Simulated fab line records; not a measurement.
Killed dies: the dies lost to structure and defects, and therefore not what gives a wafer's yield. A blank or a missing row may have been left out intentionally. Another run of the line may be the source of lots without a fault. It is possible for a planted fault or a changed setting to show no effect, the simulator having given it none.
Chamber matching ; flow n5Finfet ; N5_BEOL_M8_DEP_56 on pecvd-01 has 3 sister chambers
The step deposits SiCN from 3MS/NH3, target thk 10 nm, time 17.5 s. 22 wafers are shown with their chamber, then 11 later ones without.

WAFERS WITH THEIR CHAMBER
wafer;chamber;throttleValvePct (%);showerheadPlenumPTorr (Torr)
L077.1;1;9.7;3.669
L077.2;2;9.8;3.664
L077.3;0;8.4;3.657
L077.4;2;9.6;3.665
L077.5;1;9.9;3.671
L077.6;0;8.7;3.656
L078.2;0;8.8;3.660
L078.5;2;9.4;3.657
L078.6;1;9.9;3.680
L080.1;2;9.6;3.669
L080.2;1;9.8;3.668
L080.6;2;9.8;3.670
L081.1;2;9.4;3.670
L081.3;1;9.8;3.668
L081.6;1;10.0;3.655
L088.1;1;9.5;3.665
L088.2;2;9.7;3.667
L088.5;1;9.9;3.668
L087.1;2;9.7;3.663
L087.5;2;9.6;3.666
L087.6;1;10.0;3.674
L094.1;2;9.7;3.655

SIGNATURES (averages over the wafers above)
reading;chamber 0;chamber 1;chamber 2;scatter within a chamber
throttleValvePct;8.633;9.833;9.630;0.157
showerheadPlenumPTorr;3.65767;3.66867;3.66460;0.00567
Rule: for each reading, subtract the chamber's mean from the wafer's reading, divide by that reading's scatter and square the result; add these up over the readings and take the root, which gives the wafer's distance from the chamber. If the next closest chamber is less than 2 further off than the closest, the wafer can't be placed; otherwise it belongs to the closest. The scatter: take each reading less its chamber's mean, square it, sum over the shown wafers, divide by the number of wafers less the number of chambers, and take the root.

WAFERS WITHOUT THEIR CHAMBER
wafer;throttleValvePct (%);showerheadPlenumPTorr (Torr)
L094.2;9.8;3.667
L094.4;8.5;3.661
L096.1;9.6;3.653
L096.2;8.6;3.663
L096.3;9.9;3.675
L097.1;8.7;3.673
L097.2;9.7;3.665
L097.3;9.6;3.667
L097.4;10.0;3.653
L097.5;8.7;3.656
L097.6;9.7;3.665

CHAMBER TAKEN BY EACH
wafer;from the rows above;in truth
L094.2;can't be placed: 1 or 2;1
L094.4;0;0
L096.1;can't be placed: 2 or 1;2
L096.2;0;0
L096.3;can't be placed: 1 or 2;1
L097.1;0;0
L097.2;can't be placed: 2 or 1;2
L097.3;can't be placed: 2 or 1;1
L097.4;can't be placed: 1 or 2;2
L097.5;0;0
L097.6;can't be placed: 2 or 1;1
Placed correctly: 4 of 11. Cannot be placed on the basis of these rows: 7; the candidates contain the true chamber in 7. Wrongly placed: 0.
